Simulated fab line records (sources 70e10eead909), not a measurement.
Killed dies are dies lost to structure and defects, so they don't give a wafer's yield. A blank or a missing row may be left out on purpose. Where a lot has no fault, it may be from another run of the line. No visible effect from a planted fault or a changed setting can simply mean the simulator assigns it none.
Comparing a struck lot with a sound one | flow nand-harc | 43 steps out of a route of 1159
Sound: these wafers, L922.2, L922.3, L922.4. Struck: wafers L929.1, L929.3 (left out: L929.2, a lot-mate that was not struck); the cause follows at the end.
At each step with rows: each side's tool, then ch and its chambers, then its first start. Under that, the readings that differ: sound wafers | struck wafers | difference of the means | sigmas: that difference in standard deviations of wafers without a fault.
alike: words and numbers the same on both sides, and readings whose means are apart by under 2 such deviations; not compared: readings that were withheld, readings missing a value for some wafer, numbers with overlapping values and no deviation given by the record, and bounds like >300 which may hide the same value.
A row with sigmas, a row that says differs or no value, or rows on one side alone: a step with any of these is where the two part. When numbers do not overlap yet have no deviation, they are printed without sigmas and do not part them. Lack of a reading on every wafer of one side parts them only where that side has two or more wafers.

NHARC_A_CONTACT_ETCH_132: etches the open film in C4F8/O2/Ar, time 156 s, target depth 958 nm.
  sound on har-cap-etch-02 ch 0,1, day 17 19:16; struck on har-cap-etch-01 ch 0,1, day 19 15:23
  not compared: rf-hours-counter-h
then, 3 steps without rows for these wafers: NHARC_A_CONTACT_ETCH_133 (etches the open film in C4F8/O2/Ar, time 195 s, target depth 840 nm); NHARC_A_CONTACT_ETCH_91 (etches the open film in CH3F/O2, target depth 40 nm, time 85.7 s); NHARC_A_CONTACT_ETCH_97 (etches the open film in C4F6/O2, target depth 20 nm, time 10 s).
NHARC_A_CONTACT_CD_MEAS_80:
  sound: cd-sem-01 at day 17 20:11; struck: cd-sem-02 at day 19 16:19
  alike: cd-nm
then, 7 steps without rows for these wafers: NHARC_A_CONTACT_STRIP_103 (strips in N2/H2); NHARC_A_CONTACT_STRIP_104 (strips in CF4/CHF3); NHARC_A_CONTACT_STRIP_105 (strips in O2/COS); NHARC_A_CONTACT_ETCH_106 (etches the open film in CF4/O2, target depth 60 nm, overetch 6 nm, time 33 s); NHARC_A_CONTACT_STRIP_82 (strips in O2); NHARC_A_CONTACT_STRIP_83 (strips in post etch residue remover, time 600 s); NHARC_A_CONTACT_DEP_84 (deposits aC, target thk 2000 nm).
NHARC_A_CONTACT_DEP_85: deposits SiON, target thk 50 nm.
  sound on pecvd-02 ch 0,1,2, day 18 00:31; struck on pecvd-04 ch 0,2, day 19 18:31
  alike: heater-power-w, rf-fwd-power-W
then, 10 steps without rows for these wafers: NHARC_A_CONTACT_DEHYDRATE_00 (time 120 s); NHARC_A_CONTACT_HMDS_01 (time 30 s); NHARC_A_CONTACT_COAT_86 (time 75 s); NHARC_A_CONTACT_COAT_87 (time 65 s); NHARC_A_CONTACT_COAT_02 (resist thk 90 nm); NHARC_A_CONTACT_SOFTBAKE_03 (time 55 s); NHARC_A_CONTACT_EBR_04; NHARC_A_CONTACT_EXPOSE_05 (exposes mask A CC); NHARC_A_CONTACT_PEB_06 (peb time 65 s); NHARC_A_CONTACT_DEVELOP_07 (develop time 35 s).
NHARC_A_CONTACT_CD_MEAS_08 targets a cd of 100 nm.
  sound on cd-sem-02 ch 0, day 18 01:14; struck on cd-sem-03 ch 0, day 19 19:14
  alike: cd-nm
NHARC_A_CONTACT_OVL_MEAS_09:
  sound: overlay-01 at day 18 01:20; struck: overlay-01 at day 19 19:20
  alike: overlay-x-nm, overlay-y-nm
NHARC_A_CONTACT_INSPECT_10:
  sound: defect-inspect-01 at day 18 01:22; struck: defect-inspect-01 at day 19 19:22
  alike: raw-defect-count
then, 1 step without rows for these wafers: NHARC_A_CONTACT_DESCUM_13 (chemistry O2, time 3 s).
NHARC_A_CONTACT_ETCH_88: etches the open film in CF4, target depth 39 nm, time 65 s.
  sound on rie-diel-02 ch 1,2,3, day 18 01:31; struck on rie-diel-07 ch 0,1, day 19 19:31
  reading                | sound    | struck | difference | sigmas
  rf-hours-counter-h (h) | 25 26 22 | 8 8    | -16        |
  alike: drypump-motor-current-A, oes-product-au, rf-fwd-power-W, rf-vpp-V, showerhead-plenum-p-Torr, throttle-valve-pct
then, 1 step without rows for these wafers: NHARC_A_CONTACT_ETCH_89 (etches the open film in N2/H2, target depth 260 nm, time 475.3 s).
NHARC_A_CONTACT_ETCH_30: etches the open film in CF4/CHF3, target depth 60.5 nm, time 30.2 s.
  sound: rie-diel-02 ch 0,1,2; struck: rie-diel-07 ch 2,3
  reading                     | sound       | struck  | difference | sigmas
  drypump-motor-current-A (A) | 5.2 6.0 5.4 | 6.2 6.2 | +0.7       | +2
  rf-hours-counter-h (h)      | 22 28 25    | 7 8     | -18        |
  alike: oes-product-au, rf-fwd-power-W, rf-vpp-V, showerhead-plenum-p-Torr, throttle-valve-pct
then, 6 steps without rows for these wafers: NHARC_A_CONTACT_ETCH_31 (etches the open film in O2/COS, target depth 2000 nm, time 520 s); NHARC_A_CONTACT_ETCH_134 (etches the open film in C4F8/O2/Ar, time 140 s, target depth 700 nm); NHARC_A_CONTACT_ETCH_135 (etches the open film in C4F8/O2/Ar, time 132 s, target depth 1287 nm); NHARC_A_CONTACT_ETCH_136 (etches the open film in C4F8/O2/Ar, time 132 s, target depth 1287 nm); NHARC_A_CONTACT_ETCH_137 (etches the open film in C4F8/O2/Ar, time 132 s, target depth 1287 nm); NHARC_A_CONTACT_ETCH_138 (etches the open film in C4F8/O2/Ar, time 132 s, target depth 1289 nm).
NHARC_A_CONTACT_ETCH_139: etches the open film in C4F8/O2/Ar, time 137 s, target depth 590 nm.
  sound on har-cap-etch-02 ch 0,1, day 18 03:07; struck on har-cap-etch-02 ch 0, day 19 21:07
  not compared: rf-hours-counter-h
NHARC_A_CONTACT_ETCH_92: etches the open film in CH3F/O2, target depth 40 nm, time 85.7 s.
  sound on rie-diel-02 ch 1,2,3, day 18 03:37; struck on rie-diel-07 ch 1,3, day 19 21:33
  reading                | sound    | struck | difference | sigmas
  rf-hours-counter-h (h) | 23 26 25 | 8 9    | -16        |
  alike: drypump-motor-current-A, oes-product-au, rf-fwd-power-W, rf-vpp-V, showerhead-plenum-p-Torr, throttle-valve-pct
then, 1 step without rows for these wafers: NHARC_A_CONTACT_ETCH_98 (etches the open film in C4F6/O2, target depth 20 nm, time 10 s).
NHARC_A_CONTACT_CD_MEAS_15:
  sound: cd-sem-02 at day 18 03:49; struck: cd-sem-02 at day 19 21:47
  alike: cd-nm
then, 2 steps without rows for these wafers: NHARC_A_CONTACT_STRIP_107 (strips in N2/H2); NHARC_A_CONTACT_STRIP_108 (strips in CF4/CHF3).
NHARC_END_SORT_01:
  sound on prober-02 ch 0, day 20 18:47; struck on prober-01 ch 0, day 21 19:26
  reading         | sound    | struck                                            | difference                   | sigmas
  hold            | - - -    | await-dispo/0.6h/release await-dispo/0.6h/release | no value on the sound wafers |
  killed-at-array | 17 26 20 | 80 52                                             | +45                          | +4
  killed-dies     | 18 30 26 | 83 55                                             | +44                          | +4
  alike: killed-at-other, killed-at-periphery, killed-open, killed-short

WHERE THEY PART
Earliest at NHARC_A_CONTACT_ETCH_30; latest, in this record, at NHARC_END_SORT_01.

WHY: whatever the simulator had introduced
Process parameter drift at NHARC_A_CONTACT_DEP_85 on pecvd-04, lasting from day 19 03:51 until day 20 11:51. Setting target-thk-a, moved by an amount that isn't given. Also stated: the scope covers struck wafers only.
